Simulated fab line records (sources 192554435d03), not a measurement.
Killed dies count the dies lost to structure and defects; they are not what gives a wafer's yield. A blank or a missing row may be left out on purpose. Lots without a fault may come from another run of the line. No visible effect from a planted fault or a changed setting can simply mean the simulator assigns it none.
Struck lot and sound lot, side by side :: flow n5_finfet :: 37 steps out of a route of 1938
Sound: wafers L913.2, L913.3, L913.6. Struck: wafers L914.1, L914.2, L914.5. At the end, the cause is stated.
For every step that has rows: the tool of each side, followed by ch and its chambers, followed by its first start. Under that, the readings that differ: sound wafers :: struck wafers :: difference of the means :: sigmas: that difference in standard deviations of wafers without a fault.
alike: same words and numbers on both sides, and readings whose means sit less than 2 such deviations apart. not compared: any withheld reading, any reading some wafer has no value for, any bound like >300 that may hide the same value, and any number with overlapping values for which the record gives no deviation.
A row with sigmas, a row that says differs or no value, or rows on one side alone: a step with any of these is where the two part. When numbers do not overlap yet have no deviation, they are printed without sigmas and do not part them. A reading missing from all wafers of one side parts the sides only when that side holds two or more wafers.

first, 8 steps without rows for these wafers: N5_BEOL_M5_ANNEAL_51 (time 90 s); N5_BEOL_M5_CMP_52 (polishes, stops on SiCOH lowk, t overpolish 6.9 s, target thk 62 nm); N5_BEOL_M5_PRE_CLEAN_77 (time 15 s); N5_BEOL_M5_CO_CAP_78 (material Co, precursor CCTBA/H2, target thk 2 nm, time 102.1 s); N5_BEOL_M5_PRE_CLEAN_55 (time 15 s); N5_BEOL_M5_DEP_56 (deposits SiCN from 3MS/NH3, target thk 8 nm, time 14 s); N5_BEOL_M6_ILD_DEP_00 (deposits SiCOH lowk from DEMS/porogen, target thk 179.75 nm, time 33.4 s); N5_BEOL_M6_CURE_74 (cures SiCOH lowk, time 240 s).
N5_BEOL_M6_PECVD_70: deposits SiO2 from TEOS/O2, target thk 20 nm, time 22.7 s.
  sound on pecvd-04 ch 0,1, day 10 00:22; struck on pecvd-03 ch 0,1, day 10 08:38
reading: showerhead_vpp_V (V)
sound: 1336 1376 1366
struck: 1277 1233 1213
difference: -118
sigmas: -2
  alike: heater_power_w, showerhead_plenum_p_Torr, throttle_valve_pct
then, 25 steps without rows for these wafers: N5_BEOL_M6_HM_DEP_02 (deposits TiN, target thk 20 nm); N5_BEOL_M6_COAT_59 (time 60 s, resist thk 100 nm); N5_BEOL_M6_COAT_60 (time 60 s, resist thk 35 nm); N5_BEOL_M6_COAT_05 (resist thk 90 nm); N5_BEOL_M6_EBR_07; N5_BEOL_M6_SOFTBAKE_06 (time 60 s); N5_BEOL_M6_EXPOSE_08 (exposes mask M6); N5_BEOL_M6_PEB_09 (peb time 60 s); N5_BEOL_M6_DEVELOP_10 (develop time 30 s); N5_BEOL_M6_DESCUM_16 (chemistry O2, time 7.9 s); N5_BEOL_M6_ETCH_61 (etches SiARC in CF4, target depth 45.5 nm, time 75.8 s); N5_BEOL_M6_ETCH_62 (etches SOC in N2/H2, target depth 110 nm, overetch 22 nm, time 165 s); N5_BEOL_M6_STRIP_68 (strips in N2/H2); N5_BEOL_M6_STRIP_67 (strips in CF4); N5_BEOL_M6_HM_OPEN_17 (chemistry Cl2/BCl3, target TiN, target depth 20 nm, overetch 6 nm); N5_BEOL_M6_STRIP_19 (strips in O2); N5_BEOL_M6_COAT_63 (time 60 s, resist thk 60 nm); N5_BEOL_M6_COAT_64 (time 60 s, resist thk 12 nm); N5_BEOL_M6_COAT_71 (time 60 s, resist thk 5 nm); N5_BEOL_M6_COAT_22 (resist thk 30 nm); N5_BEOL_M6_EBR_24; N5_BEOL_M6_SOFTBAKE_23 (time 60 s); N5_BEOL_M6_EXPOSE_25 (exposes mask V5, target cd 40 nm); N5_BEOL_M6_PEB_26 (peb time 60 s); N5_BEOL_M6_DEVELOP_27 (develop time 30 s).
N5_BEOL_M6_HM_STRIP_39: strips TiN in peroxide tin strip, target depth 25 nm, time 158 s.
  sound on wet_bench-01 ch 0,1,4, day 10 06:25; struck on wet_bench-04 ch 1,4,5, day 10 15:53
reading: model.SiO2_of_BEOL_M6_PECVD_70.thk_nm (nm)
sound: 19.8 19.6 19.6
struck: 40 39.6 39.8
difference: +20
sigmas: 
N5_BEOL_M6_CMP_52: polishes, stops on SiCOH lowk, t overpolish 6.9 s, target thk 80 nm.
  sound on cmp-04 ch 0,1,2, day 10 08:58; struck on cmp-04 ch 0,3, day 10 18:51
reading: barrier_field_endpoint_s (s)
sound: 29.5 29.2 29.0
struck: 46.8 46.9 46.8
difference: +17.6
sigmas: +21

reading: overpolish_run_s (s)
sound: 6.898 6.907 6.905
struck: 0.042 0.039 0.038
difference: -6.864
sigmas: -99 or more
  alike: motor_current_A, slurry_filter_dp_kPa, time_to_endpoint_s
N5_PASSIVATION_PROBE_49:
  the record has rows for the sound wafers here (prober-02, day 14 02:35) and none for the struck ones

== WHERE THEY PART ==
First at N5_BEOL_M6_PECVD_70; last, within this record, at N5_PASSIVATION_PROBE_49.

WHY: whatever the simulator had introduced
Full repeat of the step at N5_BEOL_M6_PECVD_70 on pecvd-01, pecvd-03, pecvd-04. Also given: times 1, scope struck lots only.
